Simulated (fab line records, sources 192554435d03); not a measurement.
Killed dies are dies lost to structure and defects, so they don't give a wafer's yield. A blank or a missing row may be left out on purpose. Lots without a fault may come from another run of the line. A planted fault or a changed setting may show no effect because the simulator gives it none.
A struck lot beside a sound one | flow n5_finfet | 16 steps out of a route of 1938
Sound: wafers L215.2, L215.3, L215.4. Struck: wafer L211.2. (L211.4 of the same lot was not struck and is left out.) The cause comes at the end.
At each step with rows: each side's tool, then ch and its chambers, then its first start. Under that, the readings that differ: sound wafers | struck wafers | difference of the means | sigmas: that difference in standard deviations of wafers without a fault.
alike: readings whose means differ by less than 2 such deviations, and words and numbers that are the same on both sides. not compared: withheld readings, readings that some wafer has no value for, bounds like >300 that may hide the same value, and numbers for which the record gives no deviation and whose values overlap.
The two part at a step that has a row with sigmas, a row that says differs or no value, or rows on one side only. Numbers that don't overlap but have no deviation are shown without sigmas and don't part them. A reading that every wafer of one side lacks parts them only if that side has two wafers or more.

N5_BEOL_M3_STRIP_36: strips in N2/H2.
  sound on rie_diel-04 ch 0,1,2, day 12 06:47; struck on rie_diel-04 ch 3, day 11 20:44
  alike: drypump_motor_current_A, oes_product_au, rf_vpp_V, showerhead_plenum_p_Torr, temp_c, throttle_valve_pct
  not compared: rf_hours_counter_h
N5_BEOL_M3_TRENCH_ETCH_37: etches SiOC in C4F6/O2, target depth 55.555 nm, time 29.2 s.
  sound on rie_diel-04 ch 0,1,2; struck on rie_diel-04 ch 3
  alike: drypump_motor_current_A, oes_product_au, rf_vpp_V, showerhead_plenum_p_Torr, throttle_valve_pct
  not compared: rf_hours_counter_h
then, 2 steps without rows for these wafers: N5_BEOL_M3_ETCH_41 (etches SiCN in CH3F/O2, target depth 29.9 nm, time 52.5 s); N5_BEOL_M3_STRIP_97 (strips in N2/H2, time 10 s).
N5_BEOL_M3_OCD_MEAS_38:
  sound on ocd-01, day 12 06:59; struck on ocd-02, day 11 20:56
  alike: trench_depth_nm
then, 4 steps without rows for these wafers: N5_BEOL_M3_HM_STRIP_39 (strips TiN in peroxide tin strip, target depth 25 nm, time 158 s); N5_BEOL_M3_SRD_40 (time 30 s); N5_BEOL_M3_PRECLEAN_42 (cleans in residue remover, time 60 s); N5_BEOL_M3_SRD_43 (time 30 s).
N5_BEOL_M3_CD_MEAS_35: target cd 18 nm, target cd y 21 nm.
  sound on cd_sem-02, day 12 07:08; struck on cd_sem-01, day 11 21:05
  reading    | sound          | struck | difference | sigmas
  cd_nm (nm) | 18.0 18.2 17.9 | 18.7   | +0.7       | +2
N5_BEOL_M3_DEGAS_44: time 60 s.
  sound on pvd_sputter-01, day 12 08:13; struck on pvd_sputter-02, day 11 21:12
  alike: heater_power_w
N5_BEOL_M3_PRE_CLEAN_45: time 30 s.
  sound on pvd_sputter-01, day 12 08:16; struck on pvd_sputter-02, day 11 21:14
  alike: heater_power_w
N5_BEOL_M3_ALD_84: deposits TaN, pulse time 2 s, purge time 3 s, co reactant purge time 2 s.
  sound on ald_metal-03 ch 1,2,3, day 12 08:19; struck on ald_metal-01 ch 1, day 11 21:18
  reading               | sound          | struck | difference | sigmas
  ald_cycles            | 30 30 30       | 31     | +1         |
  since_wet_clean_h (h) | 6089 6089 6089 | 1463   | -4626      |
  alike: heater_power_w
N5_BEOL_M3_SURFACE_TREAT_85:
  sound on pvd_sputter-01, day 12 08:34; struck on pvd_sputter-01, day 11 21:35
  not compared: throttle_valve_pct
N5_BEOL_M4_RC_MEAS_101:
  sound on prober-02 ch 0, day 12 23:08; struck on prober-01 ch 0, day 12 12:07
  alike: DIBL_N, DIBL_P, IOFF_N, IOFF_P, ION_N, ION_P, SS_N, SS_P, VT_N, VT_P
N5_PASSIVATION_PROBE_49:
  the record has rows for the sound wafers here (prober-02, day 17 12:36) and none for the struck ones

WHERE THEY PART
First at N5_BEOL_M3_CD_MEAS_35; last, within this record, at N5_PASSIVATION_PROBE_49.

WHY: what the simulator had put in
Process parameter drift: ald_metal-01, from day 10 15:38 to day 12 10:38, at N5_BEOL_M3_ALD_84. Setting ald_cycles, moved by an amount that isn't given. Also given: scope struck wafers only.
